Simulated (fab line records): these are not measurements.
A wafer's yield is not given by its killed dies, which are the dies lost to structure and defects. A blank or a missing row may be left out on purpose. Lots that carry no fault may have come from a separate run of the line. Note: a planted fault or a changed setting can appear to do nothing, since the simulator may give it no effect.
Chamber matching	flow nand harc	cmp-02 running NHARC_P_BONDPAD_CMP_19: 4 sister chambers
The step polishes, t overpolish 30 s, cu recess touch 16 s, target thk 160.81 nm. 8 wafers are shown with their chamber, then 8 later ones without.

WAFERS PAIRED WITH THEIR CHAMBERS
wafer	chamber	motor current A (A)	overpolish run s (s)
L759.6	2	13.6	30.018
L761.2	1	10.8	29.989
L761.4	3	12.2	30.006
L761.6	1	11.2	30.007
L762.1	2	13.1	30.011
L762.4	0	11.6	29.996
L762.5	3	12.6	29.997
L772.3	0	11.7	30.013

WAFERS WITHOUT THEIR CHAMBER
wafer	motor current A (A)	overpolish run s (s)
L772.4	10.4	30.001
L772.6	10.8	30.016
L775.1	12.8	30.001
L775.2	10.5	30.007
L775.3	13.2	30.003
L776.2	10.8	30.008
L776.4	12.1	29.991
L776.6	13.3	29.973

WHICH CHAMBER EACH ONE RAN IN
wafer	from the rows above	in truth
L772.4	1	1
L772.6	can't be placed: 1 or 0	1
L775.1	can't be placed: 3 or 2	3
L775.2	1	1
L775.3	can't be placed: 2 or 3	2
L776.2	can't be placed: 1 or 0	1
L776.4	can't be placed: 3 or 0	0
L776.6	can't be placed: 2 or 3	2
2 of 8 placed correctly. Unplaceable from these rows: 6, with the true chamber sitting among the candidates in 6. 0 placed wrongly.
How it was worked out, from the rows above alone: a wafer's distance from a chamber is the root of the sum, over the readings, of the square of ((its reading less the chamber's mean) divided by the reading's scatter). The wafer belongs to the nearest chamber; if the next one is less than 2 further off, it can't be placed. Each chamber's mean is taken over the wafers shown for it. The scatter: the root of (the sum of the squares of (reading less its chamber's mean) over the shown wafers, divided by (wafers less chambers)).
